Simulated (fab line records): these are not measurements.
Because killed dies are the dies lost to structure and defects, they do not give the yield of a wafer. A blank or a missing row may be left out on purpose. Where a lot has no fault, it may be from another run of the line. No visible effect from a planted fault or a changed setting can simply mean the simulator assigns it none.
A lot that was struck, set against a sound lot :: flow nandHarc :: 19 out of 1159 route steps
Sound: these wafers, L199.1, L199.5, L199.6. Struck: wafer L214.6. (L214.1 of the same lot was not struck and is left out.) The cause comes at the end.
Each step with rows lists, per side, the tool, then ch with its chambers, then its first start. Under that, the readings that differ: sound wafers :: struck wafers :: difference of the means :: sigmas: that difference in standard deviations of wafers without a fault.
alike: words and numbers the same on both sides, and readings whose means are apart by under 2 such deviations; not compared: readings that were withheld, readings missing a value for some wafer, numbers with overlapping values and no deviation given by the record, and bounds like >300 which may hide the same value.
The two part at a step that has a row with sigmas, a row that says differs or no value, or rows on one side only. When numbers do not overlap yet have no deviation, they are printed without sigmas and do not part them. A reading missing from all wafers of one side parts the sides only when that side holds two or more wafers.

first, 3 steps without rows for these wafers: NHARC_P_GATE_SRD_72; NHARC_P_GATE_OXIDE_16 (material SiO2, target thk 3 nm, ox time 392 s); NHARC_P_GATE_CVD_17 (deposits poly-Si, target thk 150 nm, time 900 s).
NHARC_P_GATE_HM_DEP_102: deposits aC, target thk 120 nm.
  sound on aclDep-03 ch 0, day 5 12:30; struck on aclDep-02 ch 0, day 9 01:17
  alike: throttleValvePct
NHARC_P_GATE_DEP_103: deposits SiON, target thk 30 nm.
  sound on pecvd-03 ch 0,2, day 5 13:10; struck on pecvd-03 ch 1, day 9 01:59
  alike: heaterPowerW
  not compared: sinceWetCleanH
then, 7 steps without rows for these wafers: NHARC_P_GATE_DEHYDRATE_18 (time 120 s); NHARC_P_GATE_HMDS_19 (time 30 s); NHARC_P_GATE_COAT_20 (resist thk 90 nm); NHARC_P_GATE_SOFTBAKE_21 (time 55 s); NHARC_P_GATE_EBR_22; NHARC_P_GATE_EXPOSE_23 (exposes mask P GATE, target cd 120 nm); NHARC_P_GATE_PEB_24 (peb time 65 s).
NHARC_P_GATE_DEVELOP_25: develop time 35 s.
  sound on lithoTrack-04 ch 0, day 5 13:00; struck on lithoTrack-04 ch 0, day 9 02:00
reading: resistLineTempC (C)
sound: 23.19 23.20 23.06
struck: 22.93
difference: -0.22
sigmas: -2
NHARC_P_GATE_CD_MEAS_26: the cd target is 120 nm.
  sound on cdSem-03 ch 0, day 5 13:50; struck on cdSem-02 ch 0, day 9 02:38
reading: cdNm (nm)
sound: 119.0 119.8 118.9
struck: 117.3
difference: -1.9
sigmas: -3
NHARC_P_GATE_OVL_MEAS_27:
  sound: overlay-01 at day 5 13:56; struck: overlay-02 at day 9 02:44
  alike: overlayXNm, overlayYNm
NHARC_P_GATE_INSPECT_28:
  sound: defectInspect-01 at day 5 13:58; struck: defectInspect-02 at day 9 02:46
  alike: rawDefectCount
NHARC_P_GATE_DESCUM_31: chemistry O2, time 3 s.
  sound on rieDiel-08 ch 0,3, day 5 14:02; struck on rieDiel-01 ch 0, day 9 02:51
reading: model.P_GATE.cdNm (nm)
sound: 119.6 119.6 118.6
struck: 117.3
difference: -2.0
sigmas: 
  alike: drypumpMotorCurrentA, oesProductAu, rfVppV, showerheadPlenumPTorr, throttleValvePct
  not compared: rfHoursCounterH
NHARC_P_GATE_ETCH_104: etches the open film in CF4/CHF3, target depth 60 nm.
  sound on rieDiel-08 ch 0,3, day 5 14:10; struck on rieDiel-01 ch 0, day 9 02:55
reading: model.P_GATE.cdNm (nm)
sound: 120.1 120.1 118.8
struck: 117.7
difference: -2.0
sigmas: 
  alike: drypumpMotorCurrentA, oesProductAu, rfVppV, showerheadPlenumPTorr, throttleValvePct
NHARC_P_GATE_HM_OPEN_105: chemistry O2/COS, target depth 360 nm.
  sound: rieDiel-08 ch 0,3; struck: rieDiel-01 ch 2
  alike: drypumpMotorCurrentA, oesProductAu, rfVppV, showerheadPlenumPTorr, throttleValvePct
  not compared: rfHoursCounterH

## WHERE THEY PART
At NHARC_P_GATE_DEVELOP_25 first; at NHARC_P_GATE_CD_MEAS_26 last (within this record only). Later steps at which nothing parts them and some readings are alike: NHARC_P_GATE_OVL_MEAS_27, NHARC_P_GATE_INSPECT_28, NHARC_P_GATE_DESCUM_31, NHARC_P_GATE_ETCH_104, NHARC_P_GATE_HM_OPEN_105.

WHY: what had been put in by the simulator
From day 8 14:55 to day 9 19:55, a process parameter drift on lithoTrack-04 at NHARC_P_GATE_DEVELOP_25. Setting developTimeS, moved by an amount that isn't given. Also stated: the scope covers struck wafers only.
